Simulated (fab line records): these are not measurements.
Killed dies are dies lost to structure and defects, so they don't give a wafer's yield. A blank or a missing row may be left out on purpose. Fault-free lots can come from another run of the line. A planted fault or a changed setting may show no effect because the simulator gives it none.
A struck lot beside a sound one | flow n5Finfet | 27 steps out of a route of 1938
Sound: these wafers, L407.1, L407.2, L407.5. Struck: wafers L425.1, L425.5. (L425.6 of the same lot was not struck and is left out.) The cause comes at the end.
Each step with rows lists, per side, the tool, then ch with its chambers, then its first start. Under that, the readings that differ: sound wafers | struck wafers | difference of the means | sigmas: that difference in standard deviations of wafers without a fault.
alike: words and numbers the same on both sides, and readings whose means are apart by under 2 such deviations; not compared: readings that were withheld, readings missing a value for some wafer, numbers with overlapping values and no deviation given by the record, and bounds like >300 which may hide the same value.
A row with sigmas, a row that says differs or no value, or rows on one side alone: a step with any of these is where the two part. Non-overlapping numbers with no deviation appear without sigmas and do not part them. Lack of a reading on every wafer of one side parts them only where that side has two or more wafers.

N5_STI_FIN_REVEAL_THK_MEAS_05:
  struck on filmMetro-02, day 7 04:28; sound on filmMetro-02, day 2 15:25
reading    | sound             | struck      | difference | sigmas
thkNm (nm) | 133.8 133.1 132.5 | 130.6 127.8 | -3.9       | -3
N5_STI_FIN_REVEAL_DENSIFY_30:
  sound on rtpAnneal-01 ch 0, day 2 15:31; struck on rtpAnneal-01 ch 0, day 7 04:30
  alike: lampPowerPct
  not compared: wafer_temp_C_max
then, 1 step without rows for these wafers: N5_STI_FIN_REVEAL_ETCHBACK_08 (etches SiO2 in C4F6/O2, target depth 30.5 nm, time 10.167 s).
N5_STI_FIN_REVEAL_STRIP_24: strips in N2/H2, time 90 s.
  sound on rieDiel-03 ch 1,2,3, day 2 15:46; struck on rieDiel-04 ch 1,3, day 7 04:46
  alike: biasPowerW, drypumpMotorCurrentA, oesProductAu, rfVppV, showerheadPlenumPTorr, throttleValvePct
  not compared: rfHoursCounterH
then, 4 steps without rows for these wafers: N5_STI_FIN_REVEAL_PRECLEAN_25 (cleans in SPM, time 90 s); N5_STI_FIN_REVEAL_PRECLEAN_26 (cleans in SC1, time 45 s); N5_STI_FIN_REVEAL_PRECLEAN_29 (cleans in DHF, time 30 s); N5_STI_FIN_REVEAL_SRD_12 (time 30 s).
N5_STI_FIN_REVEAL_RECESS_09: chemistry HF/NH3, target SiO2, afs cycles 11, target depth 42.5 nm, sublimation time 60 s.
  sound on vaporEtch-02 ch 0,1, day 2 15:59; struck on vaporEtch-02 ch 0, day 7 04:59
  alike: drypumpMotorCurrentA
then, 2 steps without rows for these wafers: N5_STI_FIN_REVEAL_STRIP_16 (strips SiNx in H3PO4, target depth 23.8 nm); N5_STI_FIN_REVEAL_PRECLEAN_17 (cleans in NF3:NH3, afs cycles 1, time 20 s, sublimation time 60 s).
N5_STI_FIN_REVEAL_ETCH_34: etches Si in H2, material Si, target depth 0.97 nm.
  sound on rieSi-05 ch 1,2,3, day 2 18:05; struck on rieSi-06 ch 0,2, day 7 07:04
  alike: drypumpMotorCurrentA, oesProductAu, rfFwdPowerW, throttleValvePct
  not compared: rfHoursCounterH
N5_STI_FIN_REVEAL_OXIDATION_31: chemistry O2 PLASMA REMOTE, time 20 s.
  sound on plasmaAsher-01 ch 0,1, day 2 18:08; struck on plasmaAsher-01 ch 1, day 7 07:08
  alike: drypumpMotorCurrentA, heaterPowerW, rfFwdPowerW
  not compared: rfHoursCounterH
then, 3 steps without rows for these wafers: N5_STI_FIN_REVEAL_PRECLEAN_32 (cleans in NF3:NH3, afs cycles 1, time 20 s, sublimation time 60 s); N5_STI_FIN_REVEAL_STRIP_35 (strips Si3N4 in H3PO4, target depth 4 nm, time 39 s); N5_STI_FIN_REVEAL_SRD_21 (time 30 s).
N5_STI_FIN_REVEAL_OXIDATION_33: chemistry O2 PLASMA REMOTE, time 20 s.
  sound on plasmaAsher-02 ch 0,1, day 2 18:36; struck on plasmaAsher-02 ch 0,1, day 7 07:29
  alike: drypumpMotorCurrentA, heaterPowerW, rfFwdPowerW
  not compared: rfHoursCounterH
then, 2 steps without rows for these wafers: N5_STI_FIN_REVEAL_CLEAN_19 (cleans in O3/DIW, time 120 s); N5_STI_FIN_REVEAL_SRD_23 (time 30 s).
N5_STI_FIN_REVEAL_CD_MEAS_22: target cd 6.238 nm, pitch 28 nm.
  struck on cdSem-02, day 7 07:39; sound on cdSem-02, day 2 18:46
  alike: cdNm
N5_STI_FIN_REVEAL_FIN_H_MEAS_10:
  struck on ocd-01, day 7 07:41; sound on ocd-02, day 2 18:47
  alike: trenchDepthNm
then, 2 steps without rows for these wafers: N5_STI_FIN_REVEAL_PRECLEAN_18 (cleans in SC2, time 45 s); N5_STI_FIN_REVEAL_SRD_28 (time 30 s).
N5_STI_FIN_REVEAL_INSPECT_13: inspects for defects (darkfield).
  struck on defectInspect-01, day 7 07:46; sound on defectInspect-02, day 2 18:53
reading        | sound   | struck    | difference | sigmas
rawDefectCount | 15 14 9 | 1369 1265 | +1304      | +99 or more
then, 1 step without rows for these wafers: N5_DUMMY_GATE_PRECLEAN_00 (cleans in O3/DIW, time 60 s).
-- the record jumps here: 6 days lie between the struck wafers' starts before and after (it left off in module DUMMY_GATE and takes up again in module BEOL_M4, whose first step shown is number 1111 of the route) --
N5_BEOL_M4_RC_MEAS_101:
  sound on prober-02 ch 0, day 7 18:38; struck on prober-01 ch 0, day 13 04:05
  alike: DIBL_N, DIBL_P, IOFF_N, IOFF_P, ION_N, ION_P, SS_N, SS_P, VT_N, VT_P
-- here the record skips 4 days between the struck wafers' starts before and after, leaving off in module BEOL_M4 and picking up in module PASSIVATION (first step shown: number 1936 of the route) --
N5_PASSIVATION_PROBE_49:
  struck on prober-01, day 17 14:52; sound on prober-01, day 11 01:34
reading                 | sound          | struck    | difference | sigmas
defectLimitedYield (%)  | 90.3 88.4 89.3 | 79.2 78.7 | -10.4      | -7
killedAtFrontEnd        | 48 55 56       | 182 186   | +131       | +11
killedDies              | 114 137 126    | 245 251   | +122       | +7
sort_bin_5_function (%) | 6.1 6.9 5.8    | 12.3 13.8 | +6.8       | +7
sortNPass               | 1066 1043 1054 | 935 929   | -122       | -5
sortYieldPct (%)        | 90.3 88.4 89.3 | 79.2 78.7 | -10.4      | -5
  alike: killed_at_M0_to_M3, killed_at_M4_up, killedAtContacts, killedAtOther, killedOpen, killedShort, sort_bin_4_leakage, sort_bin_6_memory, sort_bin_8_speed

WHERE THEY PART
Last at N5_PASSIVATION_PROBE_49 as far as this record goes, first at N5_STI_FIN_REVEAL_THK_MEAS_05.

WHY: what had been put in by the simulator
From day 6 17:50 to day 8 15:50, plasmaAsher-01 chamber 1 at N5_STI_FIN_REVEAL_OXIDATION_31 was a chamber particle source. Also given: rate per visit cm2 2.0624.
